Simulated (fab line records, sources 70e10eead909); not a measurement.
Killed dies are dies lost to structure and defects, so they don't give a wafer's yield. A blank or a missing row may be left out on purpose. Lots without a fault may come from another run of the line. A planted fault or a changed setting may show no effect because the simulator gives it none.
Chamber matching | flow nand_harc | NHARC_P_M0_CMP_23 on cmp-04: 4 sister chambers
The step polishes, t overpolish 20 s, target thk 117.53 nm. 8 wafers are shown with their chamber, then 9 later ones without.

WAFERS WITH THEIR CHAMBER
wafer  | chamber | motor_current_A (A) | time_to_endpoint_s (s)
L074.2 | 2       | 12.3                | 29.6
L078.6 | 0       | 11.0                | 34.5
L083.3 | 1       | 11.8                | 27.0
L083.4 | 3       | 13.9                | 31.2
L083.5 | 1       | 11.5                | 27.5
L085.2 | 0       | 12.1                | 36.4
L085.3 | 2       | 12.1                | 30.7
L085.4 | 3       | 13.9                | 31.5

WAFERS WITHOUT THEIR CHAMBER
wafer  | motor_current_A (A) | time_to_endpoint_s (s)
L087.2 | 12.4                | 29.6
L087.3 | 12.3                | 25.6
L087.4 | 13.3                | 29.5
L088.2 | 13.5                | 31.1
L088.5 | 11.9                | 24.4
L088.6 | 11.7                | 29.8
L090.1 | 13.0                | 30.2
L090.3 | 11.8                | 35.0
L090.4 | 12.5                | 31.8

WHICH CHAMBER EACH WENT THROUGH
wafer  | from the rows above     | in truth
L087.2 | 2                       | 2
L087.3 | 1                       | 1
L087.4 | can't be placed: 3 or 2 | 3
L088.2 | 3                       | 3
L088.5 | 1                       | 1
L088.6 | can't be placed: 2 or 1 | 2
L090.1 | can't be placed: 2 or 3 | 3
L090.3 | 0                       | 0
L090.4 | can't be placed: 2 or 3 | 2
Placed correctly: 5 of 9. Can't be placed from these rows: 4 (the true chamber is among the candidates in 4). Placed wrongly: 0.
How it was worked out, from the rows above alone: a wafer's distance from a chamber is the root of the sum, over the readings, of the square of ((its reading less the chamber's mean) divided by the reading's scatter). The wafer belongs to the nearest chamber; if the next one is less than 2 further off, it can't be placed. A chamber's mean is the mean of its shown wafers. The scatter: the root of (the sum of the squares of (reading less its chamber's mean) over the shown wafers, divided by (wafers less chambers)).
